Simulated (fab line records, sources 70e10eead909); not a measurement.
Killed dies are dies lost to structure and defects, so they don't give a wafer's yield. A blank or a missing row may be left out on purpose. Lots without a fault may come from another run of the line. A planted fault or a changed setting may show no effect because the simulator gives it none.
Tool commonality check | flow nand_harc | 12 lots, 36 wafers sampled

WHY IT WAS OPENED
At NHARC_A_CONTACT_CD_MEAS_42 the reading cd_nm is flagged on 3 of 12 lots. Wafers without a fault read 200.1 nm, standard deviation 0.6.
Rule: a lot is flagged when every wafer of it that has a number lies more than 4 standard deviations from that mean, or none has a number. The other lots count as sound.

lot  | measured     | on        | cd_nm (nm), wafer by wafer | flag
L241 | day 16 11:37 | cd_sem-02 | 200.0 200.1 200.5          |
L245 | day 17 06:16 | cd_sem-01 | 201.0 200.2 200.6          |
L242 | day 17 10:23 | cd_sem-01 | 199.9 199.8 199.9          |
L246 | day 17 17:09 | cd_sem-01 | 200.2 200.0 201.7          |
L248 | day 18 18:34 | cd_sem-03 | 200.8 200.7 199.3          |
L251 | day 19 11:01 | cd_sem-03 | 199.9 202.0 199.7          |
L250 | day 19 15:46 | cd_sem-02 | 216.3 216.7 216.3          | FLAGGED
L253 | day 19 16:02 | cd_sem-01 | 213.5 213.3 214.8          | FLAGGED
L252 | day 19 22:02 | cd_sem-03 | 212.5 212.2 211.9          | FLAGGED
L255 | day 20 02:08 | cd_sem-02 | 200.0 200.9 201.2          |
L257 | day 20 03:49 | cd_sem-03 | 200.2 200.0 200.9          |
L261 | day 21 12:28 | cd_sem-02 | 199.9 200.5 199.5          |
The numbers of the flagged lots are 214.2 nm on average: +14.1 nm against the usual, or +23 standard deviations.

WHICH TOOL RAN EACH LOT
The record holds 3 process steps before the reading, out of a route of 1159 steps. In each cell: the tool, then ch and the chambers that the sampled wafers went through, then the start.
lot  | flag    | NHARC_A_WL_FILL_ALD_10           | NHARC_A_WL_FILL_ALD_19              | NHARC_A_CONTACT_EXPOSE_39
L241 |         | ald_hk-04 ch 0,1, day 15 15:22   | ald_metal-02 ch 1,2, day 16 01:50   | arfi_scanner-03 ch 0, day 16 11:28
L245 |         | ald_hk-02 ch 0,1,3, day 16 06:32 | ald_metal-03 ch 1,2,3, day 16 15:35 | arfi_scanner-01 ch 0, day 17 06:08
L242 |         | ald_hk-03 ch 0,2,3, day 16 03:10 | ald_metal-04 ch 0,2, day 16 15:37   | arfi_scanner-02 ch 0, day 17 10:14
L246 |         | ald_hk-02 ch 0,2,3, day 16 10:32 | ald_metal-04 ch 0,2,3, day 16 20:47 | arfi_scanner-02 ch 0, day 17 17:01
L248 |         | ald_hk-02 ch 1,2,3, day 17 21:58 | ald_metal-03 ch 0,1,2, day 18 09:28 | arfi_scanner-01 ch 0, day 18 18:26
L251 |         | ald_hk-02 ch 0,1,3, day 18 11:32 | ald_metal-03 ch 1,2, day 18 20:53   | arfi_scanner-02 ch 0, day 19 10:53
L250 | FLAGGED | ald_hk-02 ch 0,2,3, day 18 18:09 | ald_metal-04 ch 0,1,2, day 19 04:39 | arfi_scanner-02 ch 0, day 19 15:38
L253 | FLAGGED | ald_hk-04 ch 0,1,2, day 18 19:12 | ald_metal-02 ch 2,3, day 19 04:41   | arfi_scanner-02 ch 0, day 19 15:53
L252 | FLAGGED | ald_hk-03 ch 0,2,3, day 19 00:20 | ald_metal-02 ch 0,1,3, day 19 10:28 | arfi_scanner-02 ch 0, day 19 21:53
L255 |         | ald_hk-04 ch 0,1,3, day 19 00:20 | ald_metal-04 ch 0,1, day 19 10:28   | arfi_scanner-03 ch 0, day 20 02:00
L257 |         | ald_hk-02 ch 0,1, day 19 05:26   | ald_metal-02 ch 0,1,2, day 19 15:33 | arfi_scanner-01 ch 0, day 20 03:41
L261 |         | ald_hk-04 ch 0,1,2, day 20 08:36 | ald_metal-03 ch 0,1,2, day 20 18:56 | arfi_scanner-03 ch 0, day 21 12:20
What these steps do:
- NHARC_A_WL_FILL_ALD_10: deposits SiO2, target thk 50 nm, pulse time 10 s, ald cycles 500.
- NHARC_A_WL_FILL_ALD_19: deposits TiN, target thk 2 nm, pulse time 3 s, ald cycles 100.
- NHARC_A_CONTACT_EXPOSE_39: exposes mask A CC 3.
- NHARC_A_CONTACT_CD_MEAS_42: target cd 200 nm.

FLAGGED OVER TOTAL, TOOL BY TOOL (the gauges that took the reading come last)
step                       | tool            | lots run | flagged | share of the flagged lots | sound lots run after its first flagged lot
NHARC_A_WL_FILL_ALD_10     | ald_hk-02       | 6        | 1       | some                      | 1 (L257)
NHARC_A_WL_FILL_ALD_10     | ald_hk-03       | 2        | 1       | some                      | 0
NHARC_A_WL_FILL_ALD_10     | ald_hk-04       | 4        | 1       | some                      | 2 (L255,L261)
NHARC_A_WL_FILL_ALD_19     | ald_metal-02    | 4        | 2       | some                      | 1 (L257)
NHARC_A_WL_FILL_ALD_19     | ald_metal-03    | 4        | 0       | none                      | -
NHARC_A_WL_FILL_ALD_19     | ald_metal-04    | 4        | 1       | some                      | 1 (L255)
NHARC_A_CONTACT_EXPOSE_39  | arfi_scanner-01 | 3        | 0       | none                      | -
NHARC_A_CONTACT_EXPOSE_39  | arfi_scanner-02 | 6        | 3       | all                       | 0
NHARC_A_CONTACT_EXPOSE_39  | arfi_scanner-03 | 3        | 0       | none                      | -
NHARC_A_CONTACT_CD_MEAS_42 | cd_sem-01       | 4        | 1       | some                      | 0
NHARC_A_CONTACT_CD_MEAS_42 | cd_sem-02       | 4        | 1       | some                      | 2 (L255,L261)
NHARC_A_CONTACT_CD_MEAS_42 | cd_sem-03       | 4        | 1       | some                      | 1 (L257)

WHAT THE TABLE ALLOWS
1 row of the table ran every flagged lot: arfi_scanner-02 at NHARC_A_CONTACT_EXPOSE_39.
- arfi_scanner-02 at NHARC_A_CONTACT_EXPOSE_39: 3 of its 6 lots flagged. Its last sound lot is L251 (day 19 10:53), its first flagged lot L250 (day 19 15:38): a fault that began between those two fits. Its own readings lie more than 4 standard deviations out on every wafer of the flagged lots: exposure_dose_mJ_cm2.
One tool is left: arfi_scanner-02 at NHARC_A_CONTACT_EXPOSE_39.

WHAT THE SIMULATOR HAD PUT IN
Process parameter drift: arfi_scanner-02, from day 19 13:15 on, at NHARC_A_CONTACT_EXPOSE_39. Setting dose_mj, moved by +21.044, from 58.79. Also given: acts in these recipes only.
Lots struck among those shown: L250, L253, L252. The rule above found the same.
